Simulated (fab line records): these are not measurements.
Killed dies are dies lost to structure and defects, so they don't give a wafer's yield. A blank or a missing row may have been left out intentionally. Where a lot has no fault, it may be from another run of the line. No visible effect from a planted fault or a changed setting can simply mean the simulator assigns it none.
Split-lot trial	flow n5Finfet	21 wafers read from 7 lots, route of 1938 steps

== ABOUT THE SPLIT ==
At N5_BEOL_M6_ILD_DEP_00 (deposits SiCOH lowk from DEMS/porogen, target thk 179.75 nm, time 33.4 s), the setting timeS was moved away from the recipe's 33.4 s on 6 of the 21 wafers read, by -11.8% to +10.2%. This setting was run at the recipe's value on the other wafers.

== BETWEEN THE SPLIT AND THE READING: the file shows 1 step in between ==
- N5_BEOL_M6_CURE_74: cures SiCOH lowk, time 240 s

== THE READING ==
Values of M6_ILD_THK in nm from N5_BEOL_M6_THK_MEAS_01. On this fab line, fault-free wafers typically give 154.5 nm with a standard deviation of 2 nm.

wafer	tool, chamber at the split	timeS as run, s	against the recipe	M6_ILD_THK, nm	against lot-mates on the recipe
L075.1	pecvd-04, 2	36.8	+10.2%	168.7	+13.8
L075.2	pecvd-04, 0	33.4	recipe	154.9	-
L075.3	pecvd-04, 1	36.8	+10.2%	168.8	+13.9
L081.1	pecvd-04, 0	33.4	recipe	155.6	-
L081.2	pecvd-04, 1	29.45	-11.8%	135.0	-20.6
L081.5	pecvd-04, 1	33.4	recipe	155.6	-
L082.1	pecvd-04, 2	30.75	-7.9%	142.2	-12.0
L082.2	pecvd-04, 0	30.75	-7.9%	141.2	-13.0
L082.5	pecvd-04, 1	33.4	recipe	154.2	-
L084.3	pecvd-03, 0	33.4	recipe	155.6	-
L084.5	pecvd-03, 1	33.4	recipe	156.2	-
L084.6	pecvd-03, 2	36.13	+8.2%	167.2	+11.3
L096.2	pecvd-04, 1	33.4	recipe	152.0	-
L096.3	pecvd-04, 0	33.4	recipe	153.4	-
L096.4	pecvd-04, 1	33.4	recipe	153.9	-
L094.3	pecvd-03, 2	33.4	recipe	154.1	-
L094.4	pecvd-03, 2	33.4	recipe	156.9	-
L094.5	pecvd-03, 1	33.4	recipe	155.0	-
L097.3	pecvd-01, 2	33.4	recipe	154.5	-
L097.5	pecvd-01, 1	33.4	recipe	157.9	-
L097.6	pecvd-01, 0	33.4	recipe	156.1	-

THE FIT
A straight line over all 21 wafers: M6_ILD_THK changes by +1.53 nm for each +1% of timeS; r = +0.98; the points scatter about the line by 1.5 nm.
The same after taking each lot's own level away (the mean of its wafers on the recipe; 21 wafers): +1.51 nm for each +1%; r = +0.99; scatter 1.1 nm.
That fit puts the effect of the largest move of timeS on the reading at 18 nm.
The lots' own levels span 153.10 to 156.17 nm, that is 1.5 times the standard deviation above.
Hence the lot-to-lot level has little effect on the slope; both slopes agree.
Check: for one of the wafers moved furthest among these (-11.8%), held out of the fit, the line's prediction against its lot-mates is -17.2 nm. Against them it came out at -20.6 nm.

== THESE WAFERS: OTHER SPLITS ==
Before the reading, these wafers also passed through other splits. Each is held against what the fit with the lots' levels taken away leaves over:
other split on the same wafers	wafers away from the commonest value	r with M6_ILD_THK (lot level and that fit taken away)
N5_BEOL_M5_ETCH_72 biasW	4	-0.31

== THE WHOLE CHAIN: every reading that the file lists as answering this split, in the file's order ==
step	what it does	reading	change (the file's fit)	r (the file's)
N5_BEOL_M6_ILD_DEP_00	deposits SiCOH lowk from DEMS/porogen, target thk 179.75 nm, time 33.4 s	SiCOH_lowk_of_BEOL_M6_ILD_DEP_00.thkNm (the simulator's own value, which no gauge read)	+1.77 nm for each +1% of the setting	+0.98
N5_BEOL_M6_CURE_74	cures SiCOH lowk, time 240 s	SiCOH_lowk_of_BEOL_M6_ILD_DEP_00.thkNm (the simulator's own value, which no gauge read)	+1.55 nm for each +1% of the setting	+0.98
N5_BEOL_M6_THK_MEAS_01		M6_ILD_THK	+1.54 for each +1% of the setting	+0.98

== THE FILE'S OWN FIT ==
M6_ILD_THK changes by +1.54 nm for each +1% of timeS, r = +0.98.
